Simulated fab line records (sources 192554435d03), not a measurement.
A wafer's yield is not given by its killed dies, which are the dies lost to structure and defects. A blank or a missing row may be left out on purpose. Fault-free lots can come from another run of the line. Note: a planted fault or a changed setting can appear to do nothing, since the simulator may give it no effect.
Split-lot study ; flow n5-finfet ; 21 wafers read from 7 lots, route of 1938 steps

== ABOUT THE SPLIT ==
At N5_SD_EPI_N_EPI_21 (deposits Si:P, time 690 s), the setting epi-growth-time-s was moved away from the recipe's 690 s on 6 of the 21 wafers read, by -6.7% to +6.8%. The other wafers ran this setting at the recipe's value.

The reading comes from the split's own step.

== THE READING ==
Si-P_of_SD_EPI_N_EPI_21.thk-nm (the simulator's own value, which no gauge read), in nm, at N5_SD_EPI_N_EPI_21 (deposits Si:P, time 690 s). No usual value for it is given in the file. Here, 15 wafers ran the recipe; their average is 59.3 nm with a standard deviation of 0.51 nm.

wafer;tool, chamber at the split;epi-growth-time-s as run, s;against the recipe;Si-P_of_SD_EPI_N_EPI_21.thk-nm, nm;against lot-mates on the recipe
L077.2;epi-rpcvd-04, 0;690;recipe;59.4;-
L077.3;epi-rpcvd-04, 0;690;recipe;59.8;-
L077.4;epi-rpcvd-04, 0;690;recipe;59.6;-
L084.1;epi-rpcvd-04, 0;690;recipe;59;-
L084.2;epi-rpcvd-04, 0;690;recipe;60;-
L084.4;epi-rpcvd-04, 0;690;recipe;59.8;-
L086.2;epi-rpcvd-03, 0;644;-6.7%;56;-3.2
L086.4;epi-rpcvd-03, 0;690;recipe;59.4;-
L086.6;epi-rpcvd-03, 0;690;recipe;59;-
L087.1;epi-rpcvd-02, 0;736.9;+6.8%;61.4;+2.6
L087.2;epi-rpcvd-02, 0;736.9;+6.8%;61.6;+2.8
L087.6;epi-rpcvd-02, 0;690;recipe;58.8;-
L093.4;epi-rpcvd-02, 0;690;recipe;59.8;-
L093.6;epi-rpcvd-02, 0;690;recipe;59.8;-
L093.5;epi-rpcvd-02, 0;690;recipe;59.6;-
L096.2;epi-rpcvd-02, 0;690;recipe;58.4;-
L096.4;epi-rpcvd-02, 0;736;+6.7%;61.4;+3.0
L096.6;epi-rpcvd-02, 0;736;+6.7%;61.4;+3.0
L097.1;epi-rpcvd-03, 0;690;recipe;58.6;-
L097.3;epi-rpcvd-03, 0;690;recipe;58.6;-
L097.4;epi-rpcvd-03, 0;648.4;-6.0%;55.8;-2.8

THE FIT
A straight line over all 21 wafers: Si-P_of_SD_EPI_N_EPI_21.thk-nm changes by +0.395 nm for each +1% of epi-growth-time-s; r = +0.93; the points scatter about the line by 0.56 nm.
The same after taking each lot's own level away (the mean of its wafers on the recipe; 21 wafers): +0.441 nm for each +1%; r = +0.99; scatter 0.23 nm.
Per that fit: largest epi-growth-time-s move, reading shift of 3 nm.
From 58.40 to 59.73 nm: that is the span of the lots' own levels, equal to 2.6 times the standard deviation above.
In other words, the slope is changed by the lot-to-lot level; the two fits disagree.
Check: +3.04 nm against its lot-mates is what the line predicts for one of the wafers moved furthest among these (+6.8%) when that wafer is left out of the fit. It came out at +2.6 nm against them.

== OTHER SPLITS ON THESE WAFERS ==
Before the reading, these wafers also passed through other splits. Each is held against what the fit with the lots' levels taken away leaves over:
other split on the same wafers;wafers away from the commonest value;r with Si-P_of_SD_EPI_N_EPI_21.thk-nm (lot level and that fit taken away)
N5_ZERO_LAYER_PECVD_02 time-s;3;-0.43
N5_ZERO_LAYER_COAT_05 spin-rpm;8;+0.16
N5_WELL_APT_EXPOSE_22 dose-mj;5;+0.08
N5_WELL_APT_PEB_23 peb-time-s;4;+0.02
N5_FIN_SAQP_COAT_49 spin-rpm;7;-0.09
N5_FIN_SAQP_DEVELOP_15 develop-time-s;9;-0.15
N5_FIN_SAQP_FIN_ETCH_36 icp-w;7;+0.15

== FILE'S OWN FIT ==
Si-P_of_SD_EPI_N_EPI_21.thk-nm changes by +0.447 nm for each +1% of epi-growth-time-s, r = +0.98.
